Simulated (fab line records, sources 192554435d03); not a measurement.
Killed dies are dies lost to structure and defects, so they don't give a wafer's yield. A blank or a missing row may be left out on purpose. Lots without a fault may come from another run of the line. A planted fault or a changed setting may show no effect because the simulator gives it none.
Split-lot experiment | flow n5_finfet | 7 lots, 21 wafers read, on a route of 1938 steps

THE SPLIT
At N5_FIN_SAQP_FIN_ETCH_36 (etches the open film in HBr/Cl2/O2, target depth 120 nm, time 50.4 s), the setting bias_w was moved away from the recipe's 102 W on 6 of the 21 wafers read, by -13.5% to -6.0%. The other wafers ran this setting at the recipe's value.

The reading is taken at the split's own step.

THE READING
oes_product_au, in a.u., at N5_FIN_SAQP_FIN_ETCH_36 (etches the open film in HBr/Cl2/O2, target depth 120 nm, time 50.4 s). Fault-free wafers of this fab line usually give 1.007 a.u., standard deviation 0.01 a.u..

wafer  | tool, chamber at the split | bias_w as run, W | against the recipe | oes_product_au, a.u. | against lot-mates on the recipe
L076.1 | rie_si-05, 3               | 102              | recipe             | 1.008                | -
L076.2 | rie_si-05, 1               | 88.24            | -13.5%             | 0.977                | -0.029
L076.5 | rie_si-05, 0               | 102              | recipe             | 1.005                | -
L077.2 | rie_si-04, 3               | 102              | recipe             | 1.023                | -
L077.3 | rie_si-04, 1               | 88.53            | -13.2%             | 0.975                | -0.048
L077.4 | rie_si-04, 0               | 88.53            | -13.2%             | 0.977                | -0.046
L085.2 | rie_si-04, 1               | 102              | recipe             | 1.014                | -
L085.3 | rie_si-04, 3               | 92.21            | -9.6%              | 1.000                | -0.019
L085.5 | rie_si-04, 3               | 102              | recipe             | 1.024                | -
L089.1 | rie_si-04, 3               | 102              | recipe             | 1.017                | -
L089.4 | rie_si-04, 0               | 102              | recipe             | 1.017                | -
L089.5 | rie_si-04, 3               | 102              | recipe             | 1.030                | -
L094.2 | rie_si-04, 3               | 102              | recipe             | 1.021                | -
L094.4 | rie_si-04, 1               | 95.88            | -6.0%              | 1.003                | -0.018
L094.6 | rie_si-04, 1               | 95.88            | -6.0%              | 0.997                | -0.024
L096.2 | rie_si-03, 0               | 102              | recipe             | 1.015                | -
L096.5 | rie_si-03, 3               | 102              | recipe             | 1.000                | -
L096.6 | rie_si-03, 0               | 102              | recipe             | 1.004                | -
L097.2 | rie_si-05, 0               | 102              | recipe             | 1.006                | -
L097.4 | rie_si-05, 1               | 102              | recipe             | 0.995                | -
L097.5 | rie_si-05, 1               | 102              | recipe             | 1.008                | -

THE FIT
A straight line over all 21 wafers: oes_product_au changes by +0.00249 a.u. for each +1% of bias_w; r = +0.82; the points scatter about the line by 0.009 a.u..
The same after taking each lot's own level away (the mean of its wafers on the recipe; 21 wafers): +0.00298 a.u. for each +1%; r = +0.93; scatter 0.0063 a.u..
On that fit, the largest move of bias_w shifts the reading by 0.04 a.u..
The lots' own levels span 1.0030 to 1.0230 a.u., that is 2.0 times the standard deviation above.
So the lot-to-lot level changes the slope: the two fits differ.
Check: with one of the wafers moved furthest among these (-13.5%) left out of the fit, the line predicts -0.0441 a.u. for it against its lot-mates. It came out at -0.0295 a.u. against them.
Tool readings at the split's step, against how far the setting was moved: oes_product_au r = +0.82.

OTHER SPLITS ON THESE WAFERS
These wafers also went through other splits before the reading. Each is held against what the fit with the lots' levels taken away leaves over:
other split on the same wafers | wafers away from the commonest value | r with oes_product_au (lot level and that fit taken away)
N5_FIN_SAQP_COAT_49 spin_rpm   | 8                                    | -0.01
N5_FIN_SAQP_EXPOSE_13 dose_mj  | 7                                    | -0.29

THE FILE'S OWN FIT
oes_product_au changes by +0.00275 a.u. for each +1% of bias_w, r = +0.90.
